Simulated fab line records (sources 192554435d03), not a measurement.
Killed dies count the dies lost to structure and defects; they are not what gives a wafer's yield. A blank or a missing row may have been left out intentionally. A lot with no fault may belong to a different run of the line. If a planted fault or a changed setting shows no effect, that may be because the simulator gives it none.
Split-lot trial | flow n5 finfet | on a route of 1938 steps: 7 lots, 21 wafers read

== THE SPLIT ==
At N5_BEOL_M7_HM_DEP_02 (deposits TiN, target thk 20 nm), the setting target thk a was moved away from the recipe's 200 angstrom on 7 of the 21 wafers read, by -10.7% to +13.3%. For the rest of the wafers, this setting stayed at what the recipe calls for.

== FROM THE SPLIT TO THE READING: what the file shows between them, 4 steps ==
- N5_BEOL_M7_COAT_59: time 60 s, resist thk 100 nm
- N5_BEOL_M7_COAT_60: time 60 s, resist thk 35 nm
- N5_BEOL_M7_STRIP_68: strips in N2/H2
- N5_BEOL_M7_STRIP_67: strips in CF4

== THE READING ==
etch.depth nm (the simulator's own value, which no gauge read), in nm, at N5_BEOL_M7_HM_OPEN_17 (chemistry Cl2/BCl3, target TiN, target depth 20 nm, overetch 6 nm). The file gives no usual value for it. The 14 wafers here that ran the recipe average 20.11 nm, standard deviation 0.25 nm.

wafer  | tool, chamber at the split | target thk a as run, angstrom | against the recipe | etch.depth nm, nm | against lot-mates on the recipe
L081.1 | pvd sputter-01, -          | 200                           | recipe             | 19.95             | -
L081.2 | pvd sputter-01, -          | 200                           | recipe             | 20.04             | -
L081.3 | pvd sputter-01, -          | 200                           | recipe             | 19.96             | -
L082.2 | pvd sputter-01, -          | 200                           | recipe             | 20.23             | -
L082.4 | pvd sputter-01, -          | 200                           | recipe             | 20.33             | -
L082.6 | pvd sputter-01, -          | 200                           | recipe             | 20.39             | -
L084.2 | pvd sputter-02, -          | 225.8                         | +12.9%             | 22.26             | +2.60
L084.3 | pvd sputter-02, -          | 200                           | recipe             | 19.49             | -
L084.6 | pvd sputter-02, -          | 200                           | recipe             | 19.84             | -
L087.1 | pvd sputter-01, -          | 187                           | -6.5%              | 18.41             | -1.60
L087.2 | pvd sputter-01, -          | 187                           | -6.5%              | 18.38             | -1.63
L087.3 | pvd sputter-01, -          | 200                           | recipe             | 20.01             | -
L090.2 | pvd sputter-01, -          | 200                           | recipe             | 20.48             | -
L090.3 | pvd sputter-01, -          | 200                           | recipe             | 20.22             | -
L090.5 | pvd sputter-01, -          | 200                           | recipe             | 20.21             | -
L092.2 | pvd sputter-02, -          | 200                           | recipe             | 20.28             | -
L092.4 | pvd sputter-02, -          | 226.6                         | +13.3%             | 22.65             | +2.37
L092.6 | pvd sputter-02, -          | 226.6                         | +13.3%             | 23.11             | +2.83
L091.2 | pvd sputter-03, -          | 178.6                         | -10.7%             | 17.79             | -2.29
L091.3 | pvd sputter-03, -          | 178.6                         | -10.7%             | 17.98             | -2.10
L091.6 | pvd sputter-03, -          | 200                           | recipe             | 20.08             | -

FIT RESULTS
A straight line over all 21 wafers: etch.depth nm changes by +0.206 nm for each +1% of target thk a; r = +0.98; the points scatter about the line by 0.28 nm.
The same after taking each lot's own level away (the mean of its wafers on the recipe; 21 wafers): +0.205 nm for each +1%; r = +0.99; scatter 0.15 nm.
That fit puts the effect of the largest move of target thk a on the reading at 2.7 nm.
Measured against the standard deviation above, the lots' own levels, which go from 19.665 to 20.317 nm, span 2.6 times it.
So the lot-to-lot level changes the slope little: the two slopes agree.
Check: +2.79 nm against its lot-mates is what the line predicts for one of the wafers moved furthest among these (+13.3%) when that wafer is left out of the fit. Against them it came out at +2.37 nm.

== THE OTHER SPLITS THESE WAFERS WENT THROUGH ==
Note: prior to the reading, these wafers also went through further splits. Each is held against what the fit with the lots' levels taken away leaves over:
other split on the same wafers   | wafers away from the commonest value | r with etch.depth nm (lot level and that fit taken away)
N5_BEOL_M5_TRENCH_ETCH_37 time s | 3                                    | -0.26
N5_BEOL_M6_EXPOSE_08 dose mj     | 9                                    | +0.08
N5_BEOL_M6_ETCH_62 bias w        | 7                                    | -0.32

== THE WHOLE CHAIN: every reading that the file lists as answering this split, in the file's order ==
step                  | what it does                                                      | reading                                                                          | change (the file's fit)               | r (the file's)
N5_BEOL_M7_HM_DEP_02  | deposits TiN, target thk 20 nm                                    | TiN_of_BEOL_M7_HM_DEP_02.thk nm (the simulator's own value, which no gauge read) | +0.205 nm for each +1% of the setting | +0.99
N5_BEOL_M7_HM_OPEN_17 | chemistry Cl2/BCl3, target TiN, target depth 20 nm, overetch 6 nm | etch.depth nm (the simulator's own value, which no gauge read)                   | +0.204 nm for each +1% of the setting | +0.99

== THE FILE'S OWN FIT ==
etch.depth nm changes by +0.204 nm for each +1% of target thk a, r = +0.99.
